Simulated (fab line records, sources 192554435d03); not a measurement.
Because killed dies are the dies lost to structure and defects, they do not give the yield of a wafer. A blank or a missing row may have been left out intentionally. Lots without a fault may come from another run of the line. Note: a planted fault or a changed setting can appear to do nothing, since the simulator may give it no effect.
fab line records	flow n5-finfet
[record] lots = 11	wafers = 33	last-day = 17
route steps=1938 shown SDB@365 TV_OPEN@1890 PASSIVATION@1925
lots untouched by any fault: they come from a run of this same line in which no faults occurred
start-h: hours from the record's first day to the start of the lot's first wafer shown	wait-h: how many hours have passed since the lot's step before this one	" same as the row above	L1.1+2: several wafers, shown together as one row	- value missing, or start not given	* or withheld: withheld	< > ~ a bound
route shown NAME@n: a module of which the file shows steps, and the number in the route of the first	usual: mean/standard deviation of fault-free wafers	same: alike in all rows	chamber/n: place in a boat	sites: readings site by site	_std_site: the standard deviation of these	_edge_site: the outer-site mean with the inner-site mean subtracted	radius-mm: how far each site lies from the wafer's centre	mask NAME#n: copy n	behind: the last tool/chamber to shape the wafer	hold: what put the lot on hold/how long, in hours/how the hold closed	device: names the non-switching transistor (n, p or np)	end of line: at the end of the route, the tests of the same wafers	a step with no rows: only its recipe	killed: dies lost to structure and defects at the first sort, not the wafer's yield	map: shows each die of a wafer: x if killed, . if not, _ if none is there
set.NAME: the setting that was run; set.NAME@STEP: the one run at that earlier step	model.NAME: the simulator's own value behind a step, which no gauge read
steps of the route over a sample of lots; a table a step, a row a wafer
services: the hour from which a tool's chamber was out of use, counted from the record's first day as start-h (under 0 if before that day), plus the number of hours and why
[[steps]]
[step N5_SDB_STRIP_22]
[recipe] chemistry = N2/H2	power-w = 1000	temp-c = 250	h2-frac = 0.65	overash-fraction = 0.3	pressure-mtorr = withheld	n2-flow-sccm = 1750	h2-flow-sccm = 3250
[usual] drypump-motor-current-A = 6.0/0.5	heater-power-w = 373/23	oes-product-au = 0.715/0.0045	strip-time-to-endpoint-s = 96.0/0.43
lot.wafer	tool	chamber	start-h	wait-h	drypump-motor-current-A	heater-power-w	oes-product-au	rf-hours-counter-h	strip-time-to-endpoint-s
L112.2	plasma-asher-01	0	74.44	0.1	6.5	398	0.718	38	96.3
L112.5	"	0	"	"	6.4	403	0.712	-	96.3
L112.6	"	1	"	"	6.0	373	0.709	-	96.6
L113.1	plasma-asher-02	1	80.85	0.1	5.9	335	0.719	88	96.3
L113.4	"	1	"	"	5.9	331	0.709	-	96.3
L113.6	"	0	"	"	5.0	357	0.711	-	95.9
L114.1	plasma-asher-01	0	84.60	0.1	6.4	403	0.719	41	96.4
L114.4	"	0	"	"	6.4	395	0.719	-	96.9
L114.5	"	1	"	"	6.1	379	0.720	-	96.3
L115.1	plasma-asher-02	1	92.24	0.1	5.8	339	0.709	92	96.3
L115.2	"	0	"	"	5.0	354	0.709	92	95.9
L115.3	"	0	"	"	5.0	369	0.715	-	96.1
L116.2	plasma-asher-02	1	97.75	0.1	5.8	331	0.713	93	96.3
L116.4	"	1	"	"	5.8	335	0.713	-	96.2
L116.6	"	0	"	"	5.0	365	0.720	-	96.2
L119.1	plasma-asher-02	0	114.49	0.1	5.0	363	0.710	96	95.4
L119.4	"	1	"	"	5.8	332	0.709	-	96.3
L119.5	"	1	"	"	5.8	327	0.710	-	96.3
L121.1	plasma-asher-01	1	125.53	0.1	6.1	366	0.716	49	95.6
L121.2	"	0	"	"	6.5	392	0.712	49	95.3
L121.5	"	1	"	"	6.1	372	0.702	-	95.1
L123.3	plasma-asher-02	0	143.87	0.1	5.0	368	0.712	-	95.6
L123.4	"	1	"	"	5.9	343	0.718	-	95.5
L123.6	"	1	"	"	5.8	331	0.711	-	95.2
L129.2	plasma-asher-01	1	172.29	0.1	6.0	365	0.714	58	95.4
L129.4	"	0	"	"	6.4	403	0.714	-	95.7
L129.5	"	1	"	"	6.1	372	0.712	-	96.0
L131.1	plasma-asher-01	1	187.07	0.1	6.1	370	0.722	60	95.4
L131.4	"	1	"	"	6.1	372	0.714	-	95.9
L131.5	"	1	"	"	6.1	364	0.715	-	95.7
L133.2	plasma-asher-01	0	199.43	0.1	6.4	406	0.715	63	96.5
L133.3	"	0	"	"	6.4	394	0.704	-	95.8
L133.5	"	1	"	"	6.1	367	0.714	-	95.8
[step N5_PASSIVATION_ETCH_15]
[recipe] chemistry = CF4/N2	target = SiCN	target-depth-a = 750	taper-deg = 2	time-s = 81.2	ion-energy-ev = 150	mask-material = SiNx	pressure-mtorr = 40	source-w = 430	bias-w = 70	Ar_flow_sccm = 100	cf4-flow-sccm = 60	n2-flow-sccm = 60
[usual] bias-w = 70.00/0.23	drypump-motor-current-A = 5.8/0.34	oes-product-au = 0.79/0.095	rf-vpp-V = 382.3/2.5	showerhead-plenum-p-Torr = 2.21/0.11	throttle-valve-pct = 15.42/0.28
lot.wafer	tool	chamber	start-h	wait-h	bias-w	drypump-motor-current-A	oes-product-au	rf-hours-counter-h	rf-vpp-V	showerhead-plenum-p-Torr	throttle-valve-pct
L113.1	rie-diel-06	2	-	-	69.82	5.6	0.71	180	384.0	2.30	15.38
L113.4	"	3	"	"	69.54	6.5	0.89	44	380.5	2.15	14.89
L113.6	"	2	"	"	69.99	5.6	0.72	-	384.0	2.30	15.38
L112.2	rie-diel-02	3	-	-	69.98	6.2	0.82	106	380.5	2.14	15.27
L112.5	"	0	"	"	70.03	5.2	0.74	-	383.2	2.19	15.48
L112.6	"	1	"	"	70.08	6.0	0.69	-	381.2	2.07	15.47
L114.1	rie-diel-06	2	-	-	69.94	5.6	0.72	182	383.6	2.30	15.40
L114.4	"	2	"	"	69.82	5.6	0.71	-	383.3	2.30	15.40
L114.5	"	3	"	"	69.97	6.4	0.90	-	381.0	2.15	14.89
L115.1	rie-diel-02	1	-	-	69.59	6.0	0.70	237	378.7	2.07	15.49
L115.2	"	0	"	"	70.15	5.2	0.73	188	381.4	2.18	15.51
L115.3	"	3	"	"	70.16	6.2	0.81	113	380.7	2.14	15.28
L116.2	rie-diel-05	1	-	-	69.95	5.5	0.70	247	379.0	2.09	15.99
L116.4	"	0	"	"	69.69	5.5	0.87	92	380.7	2.15	15.12
L116.6	"	2	"	"	69.82	6.0	0.72	-	378.7	2.02	15.22
L119.1	rie-diel-02	1	-	-	69.61	6.0	0.68	244	379.7	2.07	15.51
L119.4	"	0	"	"	69.64	5.2	0.73	195	382.1	2.18	15.51
L119.5	"	1	"	"	69.83	6.0	0.69	-	378.3	2.07	15.52
L121.1	rie-diel-06	2	-	-	70.35	5.6	0.70	192	385.2	2.30	15.39
L121.2	"	3	"	"	70.38	6.4	0.87	60	382.1	2.14	14.92
L121.5	"	1	"	"	70.07	5.8	0.98	-	385.7	2.35	15.29
L123.3	rie-diel-02	2	-	-	70.20	5.7	0.81	93	385.3	2.32	15.55
L123.4	"	2	"	"	70.14	5.7	0.80	-	384.6	2.32	15.52
L123.6	"	3	"	"	69.98	6.2	0.79	-	380.0	2.13	15.34
L129.2	rie-diel-05	3	-	-	69.89	6.0	0.70	215	383.0	2.28	15.91
L129.4	"	2	"	"	69.95	6.0	0.72	-	379.6	2.01	15.27
L129.5	"	1	"	"	70.21	5.4	0.97	-	385.7	2.35	15.47
L133.2	rie-diel-02	1	-	-	70.18	6.0	0.98	13	385.4	2.33	15.08
L133.3	"	0	"	"	69.95	5.2	0.71	220	382.1	2.17	15.55
L133.5	"	1	"	"	69.64	6.0	0.98	-	386.8	2.32	15.08
L131.1	rie-diel-02	0	-	-	69.87	5.2	0.70	223	381.3	2.17	15.58
L131.4	"	2	"	"	70.05	5.7	0.79	111	383.3	2.32	15.57
L131.5	"	3	"	"	69.86	6.2	0.77	-	380.6	2.12	15.36
[step N5_PASSIVATION_CD_MEAS_44]
[recipe] target-cd-nm = 40000	landing-energy-ev = 500	detector = se-inlens
[usual] cd-nm = 39999/5.9
lot.wafer	tool	chamber	start-h	wait-h	cd-nm
L113.1	cd-sem-02	0	289.34	-	39993
L113.4	"	0	"	"	39992
L113.6	"	0	"	"	39997
L112.2	cd-sem-02	0	289.61	-	39991
L112.5	"	0	"	"	39991
L112.6	"	0	"	"	39999
L114.1	cd-sem-02	0	294.18	-	40012
L114.4	"	0	"	"	40005
L114.5	"	0	"	"	39998
L115.1	cd-sem-03	0	303.61	-	39988
L115.2	"	0	"	"	39995
L115.3	"	0	"	"	39998
L116.2	cd-sem-02	0	317.09	-	40005
L116.4	"	0	"	"	39999
L116.6	"	0	"	"	39998
L119.1	cd-sem-02	0	319.51	-	39994
L119.4	"	0	"	"	39996
L119.5	"	0	"	"	39996
L121.1	cd-sem-01	0	330.06	-	40006
L121.2	"	0	"	"	39999
L121.5	"	0	"	"	40005
L123.3	cd-sem-01	0	350.75	-	40000
L123.4	"	0	"	"	40002
L123.6	"	0	"	"	39996
L129.2	cd-sem-03	0	385.79	-	39991
L129.4	"	0	"	"	39991
L129.5	"	0	"	"	39996
L133.2	cd-sem-03	0	400.24	-	39999
L133.3	"	0	"	"	39996
L133.5	"	0	"	"	40006
L131.1	cd-sem-02	0	407.49	-	40002
L131.4	"	0	"	"	40001
L131.5	"	0	"	"	40003
[step N5_PASSIVATION_STRIP_48]
[recipe] chemistry = O2	power-w = 600	temp-c = 60	pressure-mtorr = 30	rf-frequency-hz = 6e+07	bias-power-w = 0	overash-fraction = 0.5	o2-flow-sccm = 225
[usual] drypump-motor-current-A = 5.6/0.42	oes-product-au = 0.81/0.082	rf-vpp-V = 3.7/2.4	showerhead-plenum-p-Torr = 2.07/0.06	throttle-valve-pct = 16.54/0.22
lot.wafer	tool	chamber	start-h	wait-h	drypump-motor-current-A	oes-product-au	rf-hours-counter-h	rf-vpp-V	showerhead-plenum-p-Torr	throttle-valve-pct
L113.1	rie-diel-01	3	290.14	0.1	5.3	0.68	222	2.3	2.17	16.84
L113.4	"	2	"	"	5.9	0.89	45	1.5	2.05	16.39
L113.6	"	1	"	"	5.7	0.80	-	6.6	2.10	16.17
L112.2	rie-diel-03	1	290.71	0.1	5.1	0.84	50	6.0	2.13	16.46
L112.5	"	0	"	"	6.4	0.69	-	3.8	2.06	16.80
L112.6	"	1	"	"	5.1	0.83	-	0.6	2.13	16.55
L114.1	rie-diel-03	0	294.82	0.1	6.4	0.69	229	2.2	2.05	16.83
L114.4	"	1	"	"	5.1	0.81	52	2.2	2.12	16.54
L114.5	"	0	"	"	6.4	0.68	-	4.1	2.06	16.85
L115.1	rie-diel-04	2	304.25	0.1	5.5	0.75	108	2.9	2.03	16.54
L115.2	"	3	"	"	5.0	0.74	201	6.2	1.98	16.73
L115.3	"	0	"	"	6.0	0.98	8	0.8	2.03	16.30
L116.2	rie-diel-03	3	317.73	0.1	5.4	0.91	20	6.4	2.06	16.81
L116.4	"	1	"	"	5.1	0.83	60	0.6	2.12	16.61
L116.6	"	0	"	"	6.3	0.68	-	2.1	2.06	16.86
L119.1	rie-diel-01	0	320.15	0.1	5.7	0.96	4	8.4	2.23	16.38
L119.4	"	2	"	"	5.9	0.86	58	8.2	2.05	16.41
L119.5	"	2	"	"	5.9	0.85	-	3.2	2.04	16.49
L121.1	rie-diel-01	0	330.70	0.1	5.8	0.95	8	5.2	2.23	16.35
L121.2	"	3	"	"	5.3	0.63	239	2.0	2.16	16.90
L121.5	"	2	"	"	5.9	0.82	-	3.9	2.05	16.52
L123.3	rie-diel-04	0	351.83	0.1	6.0	0.90	23	3.1	2.03	16.29
L123.4	"	1	"	"	5.4	0.81	94	4.6	2.03	16.65
L123.6	"	1	"	"	5.4	0.81	-	4.9	2.03	16.65
L129.2	rie-diel-01	0	388.16	0.1	5.7	0.91	34	0	2.22	16.39
L129.4	"	3	"	"	5.3	0.90	2	2.9	2.16	16.38
L129.5	"	2	"	"	5.9	0.81	-	7.1	2.03	16.50
L133.2	rie-diel-03	2	402.24	0.1	5.6	0.79	107	1.2	2.09	16.22
L133.3	"	1	"	"	5.0	0.77	83	2.4	2.11	16.57
L133.5	"	1	"	"	5.1	0.78	-	0.4	2.11	16.64
L131.1	rie-diel-03	2	408.51	0.1	5.6	0.82	110	6.5	2.09	16.26
L131.4	"	3	"	"	5.4	0.83	52	4.1	2.05	16.79
L131.5	"	3	"	"	5.4	0.85	-	2.9	2.05	16.80
[step N5_PASSIVATION_PROBE_49]
[usual] defect-limited-yield = 91.1/1.4	killed_at_M0_to_M3 = 36/9.9	killed_at_M4_up = 13/5.8	killed-at-contacts = 14/5.9	killed-at-front-end = 39/11	killed-at-other = 3.4/2.9	killed-dies = 105/17	killed-open = 70/13	killed-short = 34/7.3	sort_bin_5_function = 5.3/1	sort_bin_6_memory = 3.3/0.62	sort_bin_8_speed = 0.01/0.057	sort-n-pass = 1075/17
[same] gross-dies = 1180	killed-at-back-side = 0	sort_bin_4_leakage[%] = 0
lot.wafer	tool	chamber	start-h	wait-h	defect-limited-yield[%]	killed_at_M0_to_M3	killed_at_M4_up	killed-at-contacts	killed-at-front-end	killed-at-other	killed-dies	killed-open	killed-short	sort_bin_5_function[%]	sort_bin_6_memory[%]	sort_bin_8_speed[%]	sort-n-pass
L113.1	prober-01	-	292.63	0.0	90.4	36	12	16	44	5	113	75	36	5.9	3.1	0	1067
L113.4	prober-01	-	292.78	0.2	92.4	35	17	10	23	5	90	57	33	4.3	3.3	0	1090
L113.6	prober-01	-	292.88	0.3	90.3	39	9	16	45	6	115	77	37	6.2	3.0	0	1065
L112.2	prober-02	-	294.06	0.1	90.6	43	9	9	42	8	111	78	33	5.1	4.2	0	1069
L112.5	prober-02	-	294.21	0.2	89.5	55	8	9	48	4	124	87	37	7.3	3.1	0	1056
L112.6	prober-02	-	294.26	0.3	93.3	33	11	10	23	2	79	51	28	3.3	3.1	0	1101
L114.1	prober-01	-	297.32	0.0	90.3	36	5	17	54	3	115	77	38	5.3	4.3	0	1065
L114.4	prober-01	-	297.47	0.2	92.7	29	6	14	37	0	86	61	25	4.7	2.3	0	1094
L114.5	prober-01	-	297.52	0.2	91.8	44	5	6	41	1	97	67	30	4.7	3.1	0	1083
L115.1	prober-02	-	306.75	0.0	91.9	39	3	8	43	2	95	64	31	4.8	3.1	0	1085
L115.2	prober-02	-	306.80	0.1	87.9	43	10	25	58	7	143	103	39	7.5	4.2	0	1037
L115.3	prober-02	-	306.85	0.1	90.7	39	9	17	36	9	110	65	39	5.3	3.6	0.34	1068
L116.2	prober-02	-	320.27	0.1	90.8	31	19	9	44	5	108	63	45	5.0	4.1	0	1072
L116.4	prober-02	-	320.37	0.2	90.9	31	11	13	47	5	107	77	30	5.6	3.4	0	1073
L116.6	prober-02	-	320.47	0.3	91.9	41	11	7	30	6	95	62	33	4.7	3.0	0	1085
L119.1	prober-01	-	322.65	0.0	90.6	22	18	20	49	2	111	81	29	6.6	2.5	0	1069
L119.4	prober-01	-	322.80	0.2	92.5	22	11	15	37	4	89	64	25	4.5	2.7	0	1091
L119.5	prober-01	-	322.85	0.2	89.3	39	8	25	52	2	126	78	48	6.3	4.2	0	1054
L121.1	prober-02	-	333.56	0.4	93.0	31	14	7	28	3	83	57	23	4.6	2.2	0	1097
L121.2	prober-02	-	333.61	0.4	92.8	28	17	15	22	3	85	55	30	4.2	2.7	0	1095
L121.5	prober-02	-	333.76	0.6	91.5	24	25	14	37	0	100	74	25	5.0	3.1	0	1080
L123.3	prober-02	-	355.19	0.1	79.8	33	8	6	189	2	238	60	23	11.9	4.4	0	942
L123.4	prober-02	-	355.24	0.2	79.8	36	16	6	178	2	238	59	32	11.5	3.8	0	942
L123.6	prober-02	-	355.34	0.3	82.1	21	7	4	177	2	211	44	25	10.6	3.5	0	969
L129.2	prober-01	-	390.70	0.1	87.8	43	14	17	64	6	144	86	53	7.3	4.6	0	1036
L129.4	prober-01	-	390.80	0.2	88.9	28	9	19	72	3	131	85	46	7.9	2.8	0	1049
L129.5	prober-01	-	390.85	0.2	90.3	38	8	8	60	1	115	68	43	4.7	4.6	0	1065
L133.2	prober-02	-	404.79	0.1	90.6	36	18	23	26	8	111	77	34	5.3	3.8	0	1069
L133.3	prober-02	-	404.84	0.1	89.2	34	15	29	43	7	128	97	31	6.9	3.7	0	1052
L133.5	prober-02	-	404.94	0.2	91.3	38	11	19	31	4	103	62	41	4.8	3.7	0	1077
L131.1	prober-01	-	411.01	0.0	90.9	30	32	10	29	6	107	77	27	5.9	2.7	0	1073
L131.4	prober-01	-	411.16	0.2	91.8	19	25	17	35	1	97	68	29	4.7	3.1	0	1083
L131.5	prober-01	-	411.21	0.2	91.4	29	20	15	36	1	101	70	30	5.7	2.5	0	1079
// killed by level:class
L113.1 BEOL_M3:geometric-particle:open=13 FIN_SAQP:geometric-particle:short=12 MOL_CONTACT_COAG:geometric-particle:open=12 FIN_SAQP:geometric-particle:open=10 STI_FIN_REVEAL:geometric-particle:open=6 BEOL_M1:geometric-particle:open=6 MOL_CONTACT_COAG:geometric-particle:short=4 BEOL_M2:geometric-particle:open=4
L113.4 MOL_CONTACT_COAG:geometric-particle:open=9 FIN_SAQP:geometric-particle:short=7 BEOL_M0:geometric-particle:open=7 BEOL_M2:geometric-particle:open=7 GATE_CUT:geometric-particle:short=5 BEOL_M1:geometric-particle:short=5 BEOL_M1:geometric-particle:open=5 FIN_SAQP:geometric-particle:open=4
L113.6 MOL_CONTACT_COAG:geometric-particle:open=11 BEOL_M0_SAQP:geometric-particle:open=11 STI_FIN_REVEAL:geometric-particle:open=10 BEOL_M0_SAQP:geometric-particle:short=8 FIN_SAQP:geometric-particle:open=7 BEOL_M3:geometric-particle:open=7 BEOL_M1:geometric-particle:short=6 DUMMY_GATE:geometric-particle:open=5
L112.2 STI_FIN_REVEAL:geometric-particle:open=18 BEOL_M0_SAQP:geometric-particle:short=14 BEOL_M3:geometric-particle:open=10 DUMMY_GATE:geometric-particle:open=8 MOL_CONTACT_COAG:geometric-particle:open=8 BEOL_M0_SAQP:geometric-particle:open=7 BEOL_M0:geometric-particle:open=5 STI_FIN_REVEAL:geometric-particle:short=4
L112.5 STI_FIN_REVEAL:geometric-particle:open=18 BEOL_M0_SAQP:geometric-particle:open=14 BEOL_M0:geometric-particle:open=11 BEOL_M0_SAQP:geometric-particle:short=9 BEOL_M2:geometric-particle:open=7 MOL_CONTACT_COAG:geometric-particle:open=6 BEOL_M2:geometric-particle:short=5 BEOL_M3:geometric-particle:open=5
L112.6 BEOL_M3:geometric-particle:open=8 BEOL_M2:geometric-particle:open=7 MOL_CONTACT_COAG:geometric-particle:open=6 BEOL_M0_SAQP:geometric-particle:short=6 BEOL_M3:geometric-particle:short=5 STI_FIN_REVEAL:geometric-particle:open=5 STI_FIN_REVEAL:geometric-particle:short=4 MOL_CONTACT_COAG:geometric-particle:short=4
L114.1 STI_FIN_REVEAL:geometric-particle:open=21 MOL_CONTACT_COAG:geometric-particle:open=15 BEOL_M3:geometric-particle:open=8 FIN_SAQP:geometric-particle:open=7 BEOL_M1:geometric-particle:open=7 FIN_SAQP:geometric-particle:short=6 BEOL_M3:geometric-particle:short=5 DUMMY_GATE:geometric-particle:open=4
L114.4 MOL_CONTACT_COAG:geometric-particle:open=12 BEOL_M3:geometric-particle:open=11 FIN_SAQP:geometric-particle:open=9 FIN_SAQP:geometric-particle:short=7 STI_FIN_REVEAL:geometric-particle:open=6 BEOL_M0_SAQP:geometric-particle:open=5 BEOL_M0_SAQP:geometric-particle:short=5 FIN_CUT:geometric-particle:short=3
L114.5 BEOL_M1:geometric-particle:open=10 BEOL_M3:geometric-particle:open=9 FIN_SAQP:geometric-particle:open=8 BEOL_M2:geometric-particle:open=7 BEOL_M0_SAQP:geometric-particle:short=7 BEOL_M0_SAQP:geometric-particle:open=7 FIN_SAQP:geometric-particle:short=5 STI_FIN_REVEAL:geometric-particle:open=5
L115.1 BEOL_M0_SAQP:geometric-particle:open=16 FIN_SAQP:geometric-particle:short=15 FIN_SAQP:geometric-particle:open=13 BEOL_M2:geometric-particle:open=9 BEOL_M1:geometric-particle:open=7 MOL_CONTACT_COAG:geometric-particle:open=6 BEOL_M0_SAQP:geometric-particle:short=4 STARTING-WAFER:geometric-particle:open=4
L115.2 FIN_SAQP:geometric-particle:open=37 MOL_CONTACT_COAG:geometric-particle:open=20 FIN_SAQP:geometric-particle:short=11 BEOL_M3:geometric-particle:open=9 BEOL_M0_SAQP:geometric-particle:short=9 BEOL_M0_SAQP:geometric-particle:open=9 BEOL_M2:geometric-particle:open=9 MOL_CONTACT_COAG:geometric-particle:short=5
L115.3 FIN_SAQP:geometric-particle:open=19 MOL_CONTACT_COAG:geometric-particle:open=14 BEOL_M0_SAQP:geometric-particle:short=13 FIN_SAQP:geometric-particle:short=7 BEOL_M0_SAQP:geometric-particle:open=6 BEOL_M1:geometric-particle:open=5 BEOL_M2:geometric-particle:open=5 STI_FIN_REVEAL:geometric-particle:open=3
L116.2 BEOL_M0_SAQP:geometric-particle:short=15 STI_FIN_REVEAL:geometric-particle:open=12 FIN_SAQP:geometric-particle:open=10 MOL_CONTACT_COAG:geometric-particle:open=7 BEOL_M0_SAQP:geometric-particle:open=6 FIN_SAQP:geometric-particle:short=5 BEOL_M5:geometric-particle:short=5 BEOL_M8:geometric-particle:open=4
L116.4 DUMMY_GATE:geometric-particle:open=13 FIN_SAQP:geometric-particle:open=12 MOL_CONTACT_COAG:geometric-particle:open=10 BEOL_M0_SAQP:geometric-particle:short=10 BEOL_M0_SAQP:geometric-particle:open=7 BEOL_M3:geometric-particle:open=7 FIN_SAQP:geometric-particle:short=6 BEOL_M4:geometric-particle:open=6
L116.6 BEOL_M3:geometric-particle:open=10 FIN_SAQP:geometric-particle:open=8 BEOL_M0_SAQP:geometric-particle:short=8 FIN_SAQP:geometric-particle:short=6 DUMMY_GATE:geometric-particle:open=6 BEOL_M2:geometric-particle:open=6 STI_FIN_REVEAL:geometric-particle:open=5 MOL_CONTACT_COAG:geometric-particle:open=5
L119.1 MOL_CONTACT_COAG:geometric-particle:open=18 STI_FIN_REVEAL:geometric-particle:open=12 FIN_SAQP:geometric-particle:open=9 FIN_SAQP:geometric-particle:short=5 BEOL_M2:geometric-particle:open=5 BEOL_M3:geometric-particle:open=5 GATE_CUT:geometric-particle:open=4 BEOL_M0_SAQP:geometric-particle:open=4
L119.4 STI_FIN_REVEAL:geometric-particle:open=12 MOL_CONTACT_COAG:geometric-particle:open=12 BEOL_M0_SAQP:geometric-particle:short=6 BEOL_M2:geometric-particle:open=6 BEOL_M0_SAQP:geometric-particle:open=5 FIN_SAQP:geometric-particle:short=4 FIN_SAQP:geometric-particle:open=4 BEOL_M3:geometric-particle:open=4
L119.5 MOL_CONTACT_COAG:geometric-particle:open=18 STI_FIN_REVEAL:geometric-particle:open=16 BEOL_M0_SAQP:geometric-particle:short=13 FIN_SAQP:geometric-particle:short=10 BEOL_M0_SAQP:geometric-particle:open=10 MOL_CONTACT_COAG:geometric-particle:short=7 FIN_SAQP:geometric-particle:open=6 GATE_CUT:geometric-particle:short=5
L121.1 BEOL_M3:geometric-particle:open=12 BEOL_M4:geometric-particle:open=8 BEOL_M2:geometric-particle:open=8 STI_FIN_REVEAL:geometric-particle:open=7 MOL_CONTACT_COAG:geometric-particle:open=4 BEOL_M0_SAQP:geometric-particle:open=4 GATE_CUT:geometric-particle:short=3 MOL_CONTACT_COAG:geometric-particle:short=3
L121.2 MOL_CONTACT_COAG:geometric-particle:open=13 BEOL_M0_SAQP:geometric-particle:short=11 BEOL_M4:geometric-particle:open=11 BEOL_M0_SAQP:geometric-particle:open=8 GATE_CUT:geometric-particle:short=4 FIN_SAQP:geometric-particle:short=3 GATE_CUT:geometric-particle:open=3 BEOL_M3:geometric-particle:open=3
L121.5 BEOL_M4:geometric-particle:open=12 MOL_CONTACT_COAG:geometric-particle:open=11 BEOL_M2:geometric-particle:open=9 STI_FIN_REVEAL:geometric-particle:open=7 DUMMY_GATE:geometric-particle:open=7 FIN_SAQP:geometric-particle:short=5 BEOL_M1:geometric-particle:open=5 FIN_SAQP:geometric-particle:open=4
L123.3 SDB:unspecified=154 STI_FIN_REVEAL:geometric-particle:open=17 BEOL_M0_SAQP:geometric-particle:open=13 FIN_SAQP:geometric-particle:open=8 BEOL_M0_SAQP:geometric-particle:short=6 BEOL_M2:geometric-particle:open=6 GATE_CUT:geometric-particle:short=5 MOL_CONTACT_COAG:geometric-particle:open=5
L123.4 SDB:unspecified=146 BEOL_M0_SAQP:geometric-particle:open=17 BEOL_M4:geometric-particle:open=11 BEOL_M0_SAQP:geometric-particle:short=9 BEOL_M3:geometric-particle:short=7 STI_FIN_REVEAL:geometric-particle:open=6 FIN_SAQP:geometric-particle:short=5 GATE_CUT:geometric-particle:short=5
L123.6 SDB:unspecified=142 STI_FIN_REVEAL:geometric-particle:open=11 BEOL_M0_SAQP:geometric-particle:open=10 FIN_SAQP:geometric-particle:short=9 BEOL_M0_SAQP:geometric-particle:short=7 FIN_SAQP:geometric-particle:open=4 MOL_CONTACT_COAG:geometric-particle:open=4 STI_FIN_REVEAL:geometric-particle:short=3
L129.2 FIN_SAQP:geometric-particle:short=14 MOL_CONTACT_COAG:geometric-particle:open=14 BEOL_M0_SAQP:geometric-particle:short=11 BEOL_M0_SAQP:geometric-particle:open=11 GATE_CUT:geometric-particle:short=9 FIN_SAQP:geometric-particle:open=8 BEOL_M1:geometric-particle:open=7 DUMMY_GATE:geometric-particle:open=6
L129.4 MOL_CONTACT_COAG:geometric-particle:open=17 FIN_SAQP:geometric-particle:short=16 STI_FIN_REVEAL:geometric-particle:open=15 FIN_SAQP:geometric-particle:open=12 DUMMY_GATE:geometric-particle:open=7 BEOL_M0_SAQP:geometric-particle:open=7 BEOL_M1:geometric-particle:open=5 GATE_CUT:geometric-particle:open=5
L129.5 FIN_SAQP:geometric-particle:short=20 STI_FIN_REVEAL:geometric-particle:open=11 BEOL_M0_SAQP:geometric-particle:open=10 BEOL_M1:geometric-particle:open=8 MOL_CONTACT_COAG:geometric-particle:open=7 GATE_CUT:geometric-particle:short=6 BEOL_M3:geometric-particle:open=6 STARTING-WAFER:geometric-particle:open=5
L133.2 MOL_CONTACT_COAG:geometric-particle:open=21 BEOL_M0_SAQP:geometric-particle:short=11 BEOL_M0_SAQP:geometric-particle:open=10 FIN_SAQP:geometric-particle:open=9 BEOL_M5:geometric-particle:open=7 STI_FIN_REVEAL:geometric-particle:open=6 BEOL_M1:geometric-particle:open=5 FIN_SAQP:geometric-particle:short=4
L133.3 MOL_CONTACT_COAG:geometric-particle:open=27 STI_FIN_REVEAL:geometric-particle:open=11 BEOL_M0_SAQP:geometric-particle:open=9 FIN_SAQP:geometric-particle:open=7 BEOL_M4:geometric-particle:open=7 BEOL_M0_SAQP:geometric-particle:short=6 BEOL_M2:geometric-particle:open=6 FIN_SAQP:geometric-particle:short=5
L133.5 MOL_CONTACT_COAG:geometric-particle:open=15 BEOL_M0_SAQP:geometric-particle:short=15 FIN_SAQP:geometric-particle:short=7 STI_FIN_REVEAL:geometric-particle:open=7 BEOL_M0_SAQP:geometric-particle:open=7 BEOL_M3:geometric-particle:open=6 FIN_SAQP:geometric-particle:open=4 MOL_CONTACT_COAG:geometric-particle:short=4
L131.1 BEOL_M4:geometric-particle:open=22 MOL_CONTACT_COAG:geometric-particle:open=10 BEOL_M2:geometric-particle:open=9 BEOL_M0_SAQP:geometric-particle:open=7 STI_FIN_REVEAL:geometric-particle:open=6 BEOL_M4:geometric-particle:short=6 DUMMY_GATE:geometric-particle:open=5 BEOL_M3:geometric-particle:open=5
L131.4 BEOL_M4:geometric-particle:open=18 MOL_CONTACT_COAG:geometric-particle:open=13 FIN_SAQP:geometric-particle:short=8 DUMMY_GATE:geometric-particle:open=7 STI_FIN_REVEAL:geometric-particle:open=5 BEOL_M2:geometric-particle:open=5 BEOL_M3:geometric-particle:open=5 MOL_CONTACT_COAG:geometric-particle:short=4
L131.5 MOL_CONTACT_COAG:geometric-particle:open=15 BEOL_M4:geometric-particle:open=14 STI_FIN_REVEAL:geometric-particle:open=11 BEOL_M3:geometric-particle:open=10 FIN_SAQP:geometric-particle:short=6 BEOL_M3:geometric-particle:short=6 DUMMY_GATE:geometric-particle:open=5 STARTING-WAFER:geometric-particle:short=5
[[services]]
tool	chamber	start-h	hours	kind
plasma-asher-02	-	52.99	14.6	pm
rie-diel-06	2	78.18	2.0	repair
rie-diel-01	3	88.38	7.8	repair
rie-diel-02	3	92.77	4.0	repair
rie-diel-06	3	114.49	7.7	repair
rie-diel-01	0	134.94	7.9	repair
rie-diel-03	1	188.21	2.4	repair
rie-diel-02	3	192.97	4.2	repair
rie-diel-01	1	202.82	3.8	repair
plasma-asher-01	-	214.74	0.8	repair
rie-diel-02	2	230.43	75.0	repair
rie-diel-01	-	236.60	0.2	repair
plasma-asher-02	-	238.39	26.3	pm
rie-diel-02	-	257.21	15.6	pm
rie-diel-06	2	264.89	6.7	repair
rie-diel-02	0	278.05	4.4	repair
rie-diel-02	3	348.17	1.7	repair
rie-diel-03	1	362.98	15.7	repair
rie-diel-03	-	375.35	15.6	pm
plasma-asher-01	-	376.78	0.4	repair
plasma-asher-01	-	387.40	1.4	repair
rie-diel-01	-	394.24	10.0	pm
plasma-asher-01	-	397.16	4.3	pm
rie-diel-01	-	404.24	2.8	pm
[[key]]
[first-sign] step = N5_PASSIVATION_PROBE_49	reading = killed-at-front-end	direction = up	sigmas = 13	usual = 39	struck = 181
[effect] step = N5_PASSIVATION_PROBE_49	reading = defect-limited-yield	direction = down	sigmas = 7.3	usual = 91.1	struck = 80.6
[more-kills-born-at] N5_SDB_STRIP_22@plasma-asher-02 = 442
met-at N5_SDB_STRIP_22
struck-lots L123
not-acting-at N5_PASSIVATION_ETCH_15,N5_PASSIVATION_CD_MEAS_44,N5_PASSIVATION_STRIP_48
onset-between 114.49 143.87
[fault] kind = chamber-particle-source	tool = plasma-asher-02	chamber = -	onset-h = 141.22	steps = N5_SDB_STRIP_22	rate-per-visit-cm2 = 1.8302	end-h = 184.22
